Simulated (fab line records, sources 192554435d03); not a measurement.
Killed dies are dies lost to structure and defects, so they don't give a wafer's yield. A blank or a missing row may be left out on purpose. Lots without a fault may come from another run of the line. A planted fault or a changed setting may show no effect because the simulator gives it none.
Which tool did it? | flow n5_finfet | 11 lots, 27 wafers sampled, at 6 steps of a route of 1938

WHAT THE GAUGES READ, wafer by wafer
N5_FIN_SAQP_CD_MEAS_16: target cd 35.6 nm.
lot  | measured    | on        | cd_nm (nm)
L202 | day 1 22:13 | cd_sem-03 | 36.0 35.4 35.9
L204 | day 2 09:59 | cd_sem-01 | 35.8 35.3 35.7
L205 | day 2 15:47 | cd_sem-01 | 35.9 35.8 36.1
L206 | day 2 21:38 | cd_sem-03 | 35.3 35.4 35.6
L208 | day 3 09:22 | cd_sem-02 | 35.6 35.8 35.8
L210 | day 3 22:17 | cd_sem-01 | 35.6 35.4
L212 | day 4 10:24 | cd_sem-01 | 35.7 35.5
L218 | day 5 22:44 | cd_sem-01 | 34.1 34.0
L219 | day 6 03:26 | cd_sem-02 | 35.7 34.1
L221 | day 6 17:21 | cd_sem-03 | 34.0 34.4
L224 | day 7 10:35 | cd_sem-03 | 35.6 35.5

N5_FIN_SAQP_OVL_MEAS_17.
lot  | measured    | on         | FIN_CORE_OVL (nm)
L202 | day 1 22:15 | overlay-02 | -0.4 0.2 -0.3
L204 | day 2 10:01 | overlay-02 | 0.0 1.2 0.4
L205 | day 2 15:49 | overlay-01 | 1.4 0.3 0.0
L206 | day 2 21:41 | overlay-01 | -0.4 0.2 -0.6
L208 | day 3 09:23 | overlay-02 | -0.1 0.6 -0.3
L210 | day 3 22:19 | overlay-02 | 0.4 -0.1
L212 | day 4 10:26 | overlay-01 | -0.4 0.6
L218 | day 5 22:46 | overlay-01 | -0.1 -0.4
L219 | day 6 03:28 | overlay-01 | 1.2 -0.6
L221 | day 6 17:23 | overlay-01 | 0.6 -0.9
L224 | day 7 10:38 | overlay-01 | -0.2 -1.0

N5_BEOL_M4_RC_MEAS_101.
lot  | measured     | on        | DIBL_N (mV/V)  | DIBL_P (mV/V)  | IOFF_N (nA/um) | IOFF_P (nA/um) | ION_N (uA/um) | ION_P (uA/um) | SS_N (mV/dec)  | SS_P (mV/dec)  | VT_N (mV)   | VT_P (mV)
L202 | day 7 17:24  | prober-01 | 32.5 36.8 35.2 | 32.4 37.7 36.3 | 0.11 0.20 0.17 | 0.16 0.25 0.22 | 650 690 677   | 452 468 463   | 70.7 71.8 71.6 | 72.4 74.1 72.6 | 252 241 247 | -253 -249 -248
L204 | day 8 01:12  | prober-02 | 35.0 34.3 33.8 | 34.9 32.9 33.2 | 0.13 0.11 0.13 | 0.22 0.16 0.18 | 644 654 670   | 451 455 464   | 71.5 70.7 70.5 | 73.5 72.8 73.0 | 255 255 250 | -250 -253 -250
L205 | day 8 07:55  | prober-02 | 35.7 41.1 35.3 | 35.8 42.1 35.4 | 0.14 0.26 0.14 | 0.18 0.29 0.18 | 669 694 658   | 452 470 455   | 71.3 73.5 71.3 | 74.0 75.4 73.2 | 251 245 252 | -253 -249 -255
L206 | day 9 02:36  | prober-02 | 35.1 35.4 32.2 | 35.7 37.1 32.7 | 0.14 0.15 0.10 | 0.18 0.21 0.16 | 664 678 650   | 451 468 450   | 71.3 71.5 70.5 | 73.3 73.0 72.2 | 253 250 257 | -254 -250 -253
L208 | day 9 08:58  | prober-02 | 35.2 34.7 38.8 | 36.0 34.5 40.0 | 0.16 0.15 0.24 | 0.22 0.19 0.31 | 676 674 690   | 464 457 474   | 71.9 71.3 73.3 | 74.0 73.0 75.5 | 249 250 243 | -249 -249 -246
L210 | day 10 02:25 | prober-02 | 29.9 35.6      | 28.0 35.0      | 0.08 0.17      | 0.10 0.17      | 634 681       | 431 455       | 70.5 71.5      | 71.9 72.6      | 259 247     | -261 -256
L212 | day 10 11:17 | prober-02 | 37.8 32.0      | 41.4 33.5      | 0.19 0.10      | 0.29 0.17      | 672 647       | 471 454       | 72.0 69.9      | 73.6 72.1      | 249 255     | -245 -251
L218 | day 12 08:35 | prober-02 | 36.7 33.9      | 37.5 33.5      | 0.15 0.12      | 0.21 0.16      | 680 657       | 474 453       | 71.8 70.7      | 73.5 72.0      | 252 254     | -250 -253
L219 | day 12 16:28 | prober-02 | 36.8 38.3      | 36.2 38.6      | 0.18 0.21      | 0.21 0.24      | 690 686       | 460 462       | 72.1 71.9      | 73.8 74.4      | 246 244     | -250 -248
L221 | day 13 02:14 | prober-02 | 36.5 32.6      | 37.0 32.1      | 0.18 0.12      | 0.29 0.19      | 686 646       | 475 457       | 71.6 70.8      | 73.8 72.4      | 244 252     | -240 -247
L224 | day 14 05:14 | prober-02 | 42.3 34.6      | 42.9 33.3      | 0.26 0.12      | 0.34 0.16      | 684 661       | 467 457       | 72.5 70.7      | 76.7 73.3      | 247 254     | -246 -255

WHICH TOOL RAN EACH LOT (tool, then ch and the chambers of the sampled wafers, then the start)
lot  | N5_FIN_SAQP_DENSIFY_62          | N5_FIN_SAQP_PECVD_48           | N5_FIN_SAQP_EXPOSE_13
L202 | rtp_anneal-01 ch 0, day 1 21:13 | pecvd-01 ch 0,1,2, day 1 21:36 | arfi_scanner-02 ch 0, day 1 22:05
L204 | rtp_anneal-02 ch 0, day 2 09:05 | pecvd-03 ch 0,1,2, day 2 09:29 | arfi_scanner-02 ch 0, day 2 09:51
L205 | rtp_anneal-01 ch 0, day 2 14:47 | pecvd-04 ch 0,1, day 2 15:08   | arfi_scanner-03 ch 0, day 2 15:40
L206 | rtp_anneal-01 ch 0, day 2 20:37 | pecvd-03 ch 0,2, day 2 21:00   | arfi_scanner-01 ch 0, day 2 21:31
L208 | rtp_anneal-01 ch 0, day 3 08:23 | pecvd-01 ch 0,1,2, day 3 08:44 | arfi_scanner-01 ch 0, day 3 09:14
L210 | rtp_anneal-02 ch 0, day 3 21:20 | pecvd-03 ch 1,2, day 3 21:40   | arfi_scanner-03 ch 0, day 3 22:10
L212 | rtp_anneal-01 ch 0, day 4 09:23 | pecvd-03 ch 0, day 4 09:45     | arfi_scanner-03 ch 0, day 4 10:17
L218 | rtp_anneal-01 ch 0, day 5 21:50 | pecvd-03 ch 1,2, day 5 22:07   | arfi_scanner-03 ch 0, day 5 22:38
L219 | rtp_anneal-02 ch 0, day 6 02:37 | pecvd-01 ch 0,1, day 6 02:56   | arfi_scanner-03 ch 0, day 6 03:19
L221 | rtp_anneal-02 ch 0, day 6 14:46 | pecvd-04 ch 0,2, day 6 15:16   | arfi_scanner-03 ch 0, day 6 17:14
L224 | rtp_anneal-02 ch 0, day 7 09:35 | pecvd-04 ch 0,1, day 7 09:58   | arfi_scanner-01 ch 0, day 7 10:28
- N5_FIN_SAQP_DENSIFY_62: time 60 s.
- N5_FIN_SAQP_PECVD_48: deposits SiNx from SiH4/NH3/N2, target thk 25 nm, time 22.1 s.
- N5_FIN_SAQP_EXPOSE_13: exposes mask FIN CORE, target cd 35.6 nm.

WHAT THE TOOLS THEMSELVES READ (means of the sampled wafers that have a number; where no wafer has one, the mark that the record gives instead)
N5_FIN_SAQP_DENSIFY_62.
lot  | tool          | lamp_power_pct (%) | lamp_zone_2_pct (%) | wafer_temp_C_max
L202 | rtp_anneal-01 | 9.84               | 9.852               | 703.0
L204 | rtp_anneal-02 | 9.84               | 9.848               | 703.4
L205 | rtp_anneal-01 | 9.87               | 9.834               | 703.2
L206 | rtp_anneal-01 | 9.90               | 9.832               | 703.7
L208 | rtp_anneal-01 | 9.85               | 9.834               | 703.7
L210 | rtp_anneal-02 | 9.85               | 9.855               | 703.9
L212 | rtp_anneal-01 | 9.85               | 9.867               | 703.4
L218 | rtp_anneal-01 | 9.89               | 9.845               | 703.5
L219 | rtp_anneal-02 | 9.88               | 9.850               | 703.0
L221 | rtp_anneal-02 | 9.77               | 9.837               | 702.6
L224 | rtp_anneal-02 | 9.86               | 9.840               | 703.5

N5_FIN_SAQP_PECVD_48.
lot  | tool     | heater_power_w (W) | showerhead_plenum_p_Torr (Torr) | throttle_valve_pct (%)
L202 | pecvd-01 | 723                | 5.18                            | 38.5
L204 | pecvd-03 | 774                | 5.22                            | 39.1
L205 | pecvd-04 | 729                | 5.05                            | 37.8
L206 | pecvd-03 | 769                | 5.24                            | 40.3
L208 | pecvd-01 | 694                | 5.17                            | 38.6
L210 | pecvd-03 | 696                | 5.21                            | 39.4
L212 | pecvd-03 | 818                | 5.26                            | 38.9
L218 | pecvd-03 | 720                | 5.20                            | 39.0
L219 | pecvd-01 | 724                | 5.19                            | 39.1
L221 | pecvd-04 | 782                | 5.12                            | 36.4
L224 | pecvd-04 | 688                | 5.06                            | 38.0

N5_FIN_SAQP_EXPOSE_13.
lot  | tool            | stage_vel_mm_s (mm/s)
L202 | arfi_scanner-02 | 499.80
L204 | arfi_scanner-02 | 499.93
L205 | arfi_scanner-03 | 500.11
L206 | arfi_scanner-01 | 500.09
L208 | arfi_scanner-01 | 500.25
L210 | arfi_scanner-03 | 499.75
L212 | arfi_scanner-03 | 499.65
L218 | arfi_scanner-03 | 500.01
L219 | arfi_scanner-03 | 500.08
L221 | arfi_scanner-03 | 500.04
L224 | arfi_scanner-01 | 500.17

THE ANSWER, worked out from the rows above alone
Rule: what is usual is taken from the lots themselves. Put in order of their means at a reading, lots are off if they are a third of the lots or fewer, leave a main group of 4 or more, and stand apart from it by a gap of 3 or more times the standard deviation of the main group's means; of several such gaps the widest counts. A main group whose means are all the same, to the digits that the tables above print for the reading, isn't used. A lot without any number at a reading at which 4 lots or more have one is off too. The other lots that the step has rows for count as sound. The gauges are gone through in route order, then the tools' own readings, and for those a lot's mean is taken as printed above. The first step at which some lot is off is used, and at that step the reading that is off furthest; a lot without a number counts as furthest.
Off: L218, L219, L221, at N5_FIN_SAQP_CD_MEAS_16 (cd_nm). The main group: mean 35.6 nm, standard deviation 0.15.
A tool fits if, at a process step before that reading, it ran every lot that is off, and no sound lot after the first of them. The gauges at N5_FIN_SAQP_CD_MEAS_16 are tried like those tools. One fits: arfi_scanner-03 at N5_FIN_SAQP_EXPOSE_13. Its last sound lot is L212 (day 4 10:17), its first lot that is off L218 (day 5 22:38): a fault that began between those two fits.

WHAT THE SIMULATOR HAD PUT IN
Process parameter drift: arfi_scanner-03, from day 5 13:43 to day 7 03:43, at N5_FIN_SAQP_EXPOSE_13. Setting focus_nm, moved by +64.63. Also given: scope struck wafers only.
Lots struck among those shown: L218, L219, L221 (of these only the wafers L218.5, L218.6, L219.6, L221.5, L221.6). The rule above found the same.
